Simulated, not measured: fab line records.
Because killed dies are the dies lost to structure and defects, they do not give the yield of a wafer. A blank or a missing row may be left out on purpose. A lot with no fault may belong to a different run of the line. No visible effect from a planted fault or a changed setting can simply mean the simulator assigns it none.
What tool caused it? / flow nand-harc / Sampling: 12 lots, 36 wafers, 5 of 1159 route steps

## WHAT THE GAUGES SHOWED, per wafer
NHARC_A_CONTACT_OVL_MEAS_43. Usual: overlay-x-nm 0.2 nm, standard deviation 0.89; overlay-y-nm 0.0 nm, standard deviation 0.99.
lot=L239; measured=day 16 04:50; on=overlay-02; overlay-x-nm (nm)=0.5 0.3 -0.6; overlay-y-nm (nm)=-0.3 -0.3 -0.8; flag=
lot=L240; measured=day 16 18:04; on=overlay-02; overlay-x-nm (nm)=0.0 1.0 0.5; overlay-y-nm (nm)=-0.3 -0.3 -0.6; flag=
lot=L241; measured=day 16 20:16; on=overlay-02; overlay-x-nm (nm)=0.6 0.5 0.0; overlay-y-nm (nm)=-1.3 -1.2 -1.3; flag=
lot=L243; measured=day 17 01:27; on=overlay-01; overlay-x-nm (nm)=-1.5 -0.9 -0.8; overlay-y-nm (nm)=0.4 -0.2 0.1; flag=
lot=L245; measured=day 17 18:38; on=overlay-01; overlay-x-nm (nm)=-0.4 -0.5 -0.9; overlay-y-nm (nm)=-0.5 -0.8 -0.1; flag=
lot=L244; measured=day 17 20:50; on=overlay-02; overlay-x-nm (nm)=0.4 -0.1 0.7; overlay-y-nm (nm)=-0.7 0.2 0.2; flag=
lot=L247; measured=day 18 21:01; on=overlay-02; overlay-x-nm (nm)=0.5 0.1 0.3; overlay-y-nm (nm)=0.6 0.2 0.2; flag=
lot=L251; measured=day 19 18:28; on=overlay-01; overlay-x-nm (nm)=1.7 1.8 1.1; overlay-y-nm (nm)=0.3 0.0 0.1; flag=
lot=L253; measured=day 20 08:45; on=overlay-01; overlay-x-nm (nm)=-0.9 -0.6 -1.4; overlay-y-nm (nm)=1.6 1.2 1.1; flag=
lot=L258; measured=day 21 13:44; on=overlay-02; overlay-x-nm (nm)=1.6 1.4 1.5; overlay-y-nm (nm)=0.4 0.1 0.5; flag=
lot=L259; measured=day 21 11:33; on=overlay-01; overlay-x-nm (nm)=-1.1 -1.5 -0.7; overlay-y-nm (nm)=1.0 0.6 1.2; flag=
lot=L260; measured=day 21 16:51; on=overlay-01; overlay-x-nm (nm)=-0.4 -1.6 -1.6; overlay-y-nm (nm)=-0.8 -0.2 -1.9; flag=

NHARC_END_SORT_01. Usual: killed-at-array 27, standard deviation 11; killed-at-other 0.6, standard deviation 1; killed-at-periphery 3.0, standard deviation 2.1; killed-dies 31, standard deviation 12; killed-open 3.2, standard deviation 1.7; killed-short 1.7, standard deviation 1.4.
lot=L253; measured=day 23 12:03; on=prober-02; killed-at-array=22 32 674; killed-at-other=0 1 1; killed-at-periphery=5 3 2; killed-dies=27 36 677; killed-open=4 6 7; killed-short=3 2 1; flag=OFF

## TOOL THAT RAN EACH LOT (tool first, then ch and the chambers of the sampled wafers, then the start)
lot=L239; NHARC_A_WL_FILL_ETCHBACK_26=rie-si-06 ch 1,3, day 15 19:05; NHARC_A_CONTACT_ETCH_51=rie-diel-12 ch 1,2, day 16 05:35; NHARC_A_CONTACT_ETCH_118=har-cap-etch-01 ch 0,1, day 16 07:01
lot=L240; NHARC_A_WL_FILL_ETCHBACK_26=rie-si-01 ch 1,3, day 16 03:58; NHARC_A_CONTACT_ETCH_51=rie-diel-01 ch 0,1,3, day 16 18:56; NHARC_A_CONTACT_ETCH_118=har-cap-etch-03 ch 0,1, day 16 20:19
lot=L241; NHARC_A_WL_FILL_ETCHBACK_26=rie-si-04 ch 0,2,3, day 16 04:02; NHARC_A_CONTACT_ETCH_51=rie-diel-02 ch 0,1,3, day 16 23:52; NHARC_A_CONTACT_ETCH_118=har-cap-etch-01 ch 0,1, day 17 01:13
lot=L243; NHARC_A_WL_FILL_ETCHBACK_26=rie-si-01 ch 0,1,2, day 16 14:14; NHARC_A_CONTACT_ETCH_51=rie-diel-02 ch 1,2,3, day 17 02:22; NHARC_A_CONTACT_ETCH_118=har-cap-etch-01 ch 0,1, day 17 03:47
lot=L245; NHARC_A_WL_FILL_ETCHBACK_26=rie-si-06 ch 1,2,3, day 17 06:38; NHARC_A_CONTACT_ETCH_51=rie-diel-01 ch 1,3, day 17 19:24; NHARC_A_CONTACT_ETCH_118=har-cap-etch-03 ch 0,1, day 17 20:44
lot=L244; NHARC_A_WL_FILL_ETCHBACK_26=rie-si-01 ch 1,2,3, day 17 06:38; NHARC_A_CONTACT_ETCH_51=rie-diel-01 ch 0,1,3, day 17 21:34; NHARC_A_CONTACT_ETCH_118=har-cap-etch-02 ch 0,1, day 17 22:59
lot=L247; NHARC_A_WL_FILL_ETCHBACK_26=rie-si-06 ch 1,2, day 18 06:38; NHARC_A_CONTACT_ETCH_51=rie-diel-02 ch 0,1,3, day 18 22:00; NHARC_A_CONTACT_ETCH_118=har-cap-etch-02 ch 0,1, day 18 23:18
lot=L251; NHARC_A_WL_FILL_ETCHBACK_26=rie-si-04 ch 0,2,3, day 19 04:32; NHARC_A_CONTACT_ETCH_51=rie-diel-02 ch 0,1,3, day 19 19:18; NHARC_A_CONTACT_ETCH_118=har-cap-etch-02 ch 0,1, day 19 20:35
lot=L253; NHARC_A_WL_FILL_ETCHBACK_26=rie-si-01 ch 2,3, day 19 18:20; NHARC_A_CONTACT_ETCH_51=rie-diel-01 ch 0,1,2, day 20 09:27; NHARC_A_CONTACT_ETCH_118=har-cap-etch-03 ch 0,1, day 20 10:52
lot=L258; NHARC_A_WL_FILL_ETCHBACK_26=rie-si-04 ch 2,3, day 20 22:01; NHARC_A_CONTACT_ETCH_51=rie-diel-02 ch 1,2, day 21 14:26; NHARC_A_CONTACT_ETCH_118=har-cap-etch-02 ch 0,1, day 21 15:51
lot=L259; NHARC_A_WL_FILL_ETCHBACK_26=rie-si-01 ch 0,1,2, day 20 22:02; NHARC_A_CONTACT_ETCH_51=rie-diel-02 ch 0,1,3, day 21 12:24; NHARC_A_CONTACT_ETCH_118=har-cap-etch-01 ch 0,1, day 21 13:47
lot=L260; NHARC_A_WL_FILL_ETCHBACK_26=rie-si-06 ch 0,2,3, day 21 00:59; NHARC_A_CONTACT_ETCH_51=rie-diel-02 ch 1,3, day 21 19:30; NHARC_A_CONTACT_ETCH_118=har-cap-etch-01 ch 0, day 21 20:53
- NHARC_A_WL_FILL_ETCHBACK_26: etches the open film in HBr, target depth 52 nm, time 13.3 s.
- NHARC_A_CONTACT_ETCH_51: etches the open film in O2/COS, target depth 3600 nm, time 936 s.
- NHARC_A_CONTACT_ETCH_118: etches the open film in C4F8/O2/Ar, time 94 s, target depth 922 nm.

## AS READ BY THE TOOLS THEMSELVES (means over the sampled wafers that have a number; for cases with no such wafer, the mark the record gives instead)
NHARC_A_WL_FILL_ETCHBACK_26. Usual: bias-w 60.00 W, standard deviation 0.2; drypump-motor-current-A 5.8 A, standard deviation 0.45; oes-product-au 1.001 a.u., standard deviation 0.014; throttle-valve-pct 23.267 %, standard deviation 0.0089.
lot=L239; tool=rie-si-06; bias-w (W)=59.90; drypump-motor-current-A (A)=5.6; oes-product-au (a.u.)=1.014; throttle-valve-pct (%)=23.270; flag=
lot=L240; tool=rie-si-01; bias-w (W)=60.08; drypump-motor-current-A (A)=6.1; oes-product-au (a.u.)=0.997; throttle-valve-pct (%)=23.259; flag=
lot=L241; tool=rie-si-04; bias-w (W)=60.15; drypump-motor-current-A (A)=5.6; oes-product-au (a.u.)=0.995; throttle-valve-pct (%)=23.274; flag=
lot=L243; tool=rie-si-01; bias-w (W)=59.86; drypump-motor-current-A (A)=5.7; oes-product-au (a.u.)=0.994; throttle-valve-pct (%)=23.268; flag=
lot=L245; tool=rie-si-06; bias-w (W)=59.98; drypump-motor-current-A (A)=5.7; oes-product-au (a.u.)=1.013; throttle-valve-pct (%)=23.274; flag=
lot=L244; tool=rie-si-01; bias-w (W)=60.23; drypump-motor-current-A (A)=5.9; oes-product-au (a.u.)=1.002; throttle-valve-pct (%)=23.264; flag=
lot=L247; tool=rie-si-06; bias-w (W)=59.75; drypump-motor-current-A (A)=6.0; oes-product-au (a.u.)=1.009; throttle-valve-pct (%)=23.273; flag=
lot=L251; tool=rie-si-04; bias-w (W)=59.88; drypump-motor-current-A (A)=5.6; oes-product-au (a.u.)=0.996; throttle-valve-pct (%)=23.272; flag=
lot=L253; tool=rie-si-01; bias-w (W)=59.92; drypump-motor-current-A (A)=6.2; oes-product-au (a.u.)=0.993; throttle-valve-pct (%)=23.271; flag=
lot=L258; tool=rie-si-04; bias-w (W)=60.05; drypump-motor-current-A (A)=5.4; oes-product-au (a.u.)=0.986; throttle-valve-pct (%)=23.270; flag=
lot=L259; tool=rie-si-01; bias-w (W)=60.05; drypump-motor-current-A (A)=5.8; oes-product-au (a.u.)=1.000; throttle-valve-pct (%)=23.267; flag=
lot=L260; tool=rie-si-06; bias-w (W)=60.04; drypump-motor-current-A (A)=5.9; oes-product-au (a.u.)=1.024; throttle-valve-pct (%)=23.260; flag=

NHARC_A_CONTACT_ETCH_51. Usual: for bias-w, 300.2 W with a standard deviation of 0.9; for drypump-motor-current-A, 5.9 A with a standard deviation of 0.54; for o2-flow-sccm, 400.1 sccm with a standard deviation of 1.1; for oes-product-au, 1.000 a.u. with a standard deviation of 0.0094; for rf-vpp-V, 314.2 V with a standard deviation of 1.9; for showerhead-plenum-p-Torr, 3.13 Torr with a standard deviation of 0.12; for throttle-valve-pct, 28.330 % with a standard deviation of 0.0093.
lot=L239; tool=rie-diel-12; bias-w (W)=300.3; drypump-motor-current-A (A)=5.5; o2-flow-sccm (sccm)=399.4; oes-product-au (a.u.)=1.004; rf-vpp-V (V)=314.2; showerhead-plenum-p-Torr (Torr)=3.10; throttle-valve-pct (%)=28.325; flag=
lot=L240; tool=rie-diel-01; bias-w (W)=299.6; drypump-motor-current-A (A)=5.8; o2-flow-sccm (sccm)=400.8; oes-product-au (a.u.)=0.999; rf-vpp-V (V)=314.7; showerhead-plenum-p-Torr (Torr)=3.12; throttle-valve-pct (%)=28.334; flag=
lot=L241; tool=rie-diel-02; bias-w (W)=299.3; drypump-motor-current-A (A)=6.5; o2-flow-sccm (sccm)=400.6; oes-product-au (a.u.)=0.993; rf-vpp-V (V)=313.2; showerhead-plenum-p-Torr (Torr)=3.11; throttle-valve-pct (%)=28.327; flag=
lot=L243; tool=rie-diel-02; bias-w (W)=300.7; drypump-motor-current-A (A)=6.1; o2-flow-sccm (sccm)=399.8; oes-product-au (a.u.)=1.002; rf-vpp-V (V)=314.8; showerhead-plenum-p-Torr (Torr)=3.21; throttle-valve-pct (%)=28.325; flag=
lot=L245; tool=rie-diel-01; bias-w (W)=299.9; drypump-motor-current-A (A)=5.9; o2-flow-sccm (sccm)=398.9; oes-product-au (a.u.)=0.995; rf-vpp-V (V)=314.2; showerhead-plenum-p-Torr (Torr)=3.10; throttle-valve-pct (%)=28.325; flag=
lot=L244; tool=rie-diel-01; bias-w (W)=299.9; drypump-motor-current-A (A)=5.8; o2-flow-sccm (sccm)=399.9; oes-product-au (a.u.)=1.008; rf-vpp-V (V)=314.2; showerhead-plenum-p-Torr (Torr)=3.12; throttle-valve-pct (%)=28.323; flag=
lot=L247; tool=rie-diel-02; bias-w (W)=299.4; drypump-motor-current-A (A)=6.5; o2-flow-sccm (sccm)=399.8; oes-product-au (a.u.)=0.997; rf-vpp-V (V)=314.2; showerhead-plenum-p-Torr (Torr)=3.10; throttle-valve-pct (%)=28.319; flag=
lot=L251; tool=rie-diel-02; bias-w (W)=299.6; drypump-motor-current-A (A)=6.4; o2-flow-sccm (sccm)=399.8; oes-product-au (a.u.)=0.998; rf-vpp-V (V)=314.0; showerhead-plenum-p-Torr (Torr)=3.09; throttle-valve-pct (%)=28.334; flag=
lot=L253; tool=rie-diel-01; bias-w (W)=300.6; drypump-motor-current-A (A)=5.4; o2-flow-sccm (sccm)=399.9; oes-product-au (a.u.)=0.938; rf-vpp-V (V)=313.7; showerhead-plenum-p-Torr (Torr)=3.11; throttle-valve-pct (%)=28.334; flag=OFF
lot=L258; tool=rie-diel-02; bias-w (W)=300.3; drypump-motor-current-A (A)=5.8; o2-flow-sccm (sccm)=400.0; oes-product-au (a.u.)=1.006; rf-vpp-V (V)=315.7; showerhead-plenum-p-Torr (Torr)=3.24; throttle-valve-pct (%)=28.335; flag=
lot=L259; tool=rie-diel-02; bias-w (W)=300.6; drypump-motor-current-A (A)=6.4; o2-flow-sccm (sccm)=399.9; oes-product-au (a.u.)=0.994; rf-vpp-V (V)=314.1; showerhead-plenum-p-Torr (Torr)=3.09; throttle-valve-pct (%)=28.327; flag=
lot=L260; tool=rie-diel-02; bias-w (W)=301.2; drypump-motor-current-A (A)=6.3; o2-flow-sccm (sccm)=400.7; oes-product-au (a.u.)=1.001; rf-vpp-V (V)=314.5; showerhead-plenum-p-Torr (Torr)=3.14; throttle-valve-pct (%)=28.337; flag=

NHARC_A_CONTACT_ETCH_118. Usual: 1.000 a.u. for oes-air-line-au, sd 0.02.
lot=L239; tool=har-cap-etch-01; oes-air-line-au (a.u.)=1.010; flag=
lot=L240; tool=har-cap-etch-03; oes-air-line-au (a.u.)=0.993; flag=
lot=L241; tool=har-cap-etch-01; oes-air-line-au (a.u.)=0.980; flag=
lot=L243; tool=har-cap-etch-01; oes-air-line-au (a.u.)=1.012; flag=
lot=L245; tool=har-cap-etch-03; oes-air-line-au (a.u.)=1.004; flag=
lot=L244; tool=har-cap-etch-02; oes-air-line-au (a.u.)=1.011; flag=
lot=L247; tool=har-cap-etch-02; oes-air-line-au (a.u.)=1.012; flag=
lot=L251; tool=har-cap-etch-02; oes-air-line-au (a.u.)=0.999; flag=
lot=L253; tool=har-cap-etch-03; oes-air-line-au (a.u.)=1.004; flag=
lot=L258; tool=har-cap-etch-02; oes-air-line-au (a.u.)=1.015; flag=
lot=L259; tool=har-cap-etch-01; oes-air-line-au (a.u.)=0.988; flag=
lot=L260; tool=har-cap-etch-01; oes-air-line-au (a.u.)=0.997; flag=

## THE ANSWER, worked out from the rows above alone
Rule: lot off if the mean of its wafers having a number is beyond 3 standard deviations from the usual mean. Also off: a lot with no number at a reading for which 4 or more lots have one. Where the step has rows for the other lots, those lots are counted as sound. The gauges are gone through in route order, then the tools' own readings, and for those a lot's mean is taken as printed above. The first step at which some lot is off is used, and at that step the reading that is off furthest; a lot without a number counts as furthest.
Off: L253, at NHARC_END_SORT_01 (killed-at-array). Neither off nor sound, because the step has no rows for them: L239, L240, L241, L243, L245, L244, L247, L251, L258, L259, L260.
A tool fits if, at a process step before that reading, it ran every lot that is off, and no sound lot after the first of them. Not tried: the gauges at NHARC_END_SORT_01; whatever is off there is also off at NHARC_A_CONTACT_ETCH_51, on other tools, and gauge error can't account for it. Can't be told from this: 3 tools fit, rie-si-01 at NHARC_A_WL_FILL_ETCHBACK_26, rie-diel-01 at NHARC_A_CONTACT_ETCH_51, har-cap-etch-03 at NHARC_A_CONTACT_ETCH_118.

## WHAT WAS PUT IN BY THE SIMULATOR
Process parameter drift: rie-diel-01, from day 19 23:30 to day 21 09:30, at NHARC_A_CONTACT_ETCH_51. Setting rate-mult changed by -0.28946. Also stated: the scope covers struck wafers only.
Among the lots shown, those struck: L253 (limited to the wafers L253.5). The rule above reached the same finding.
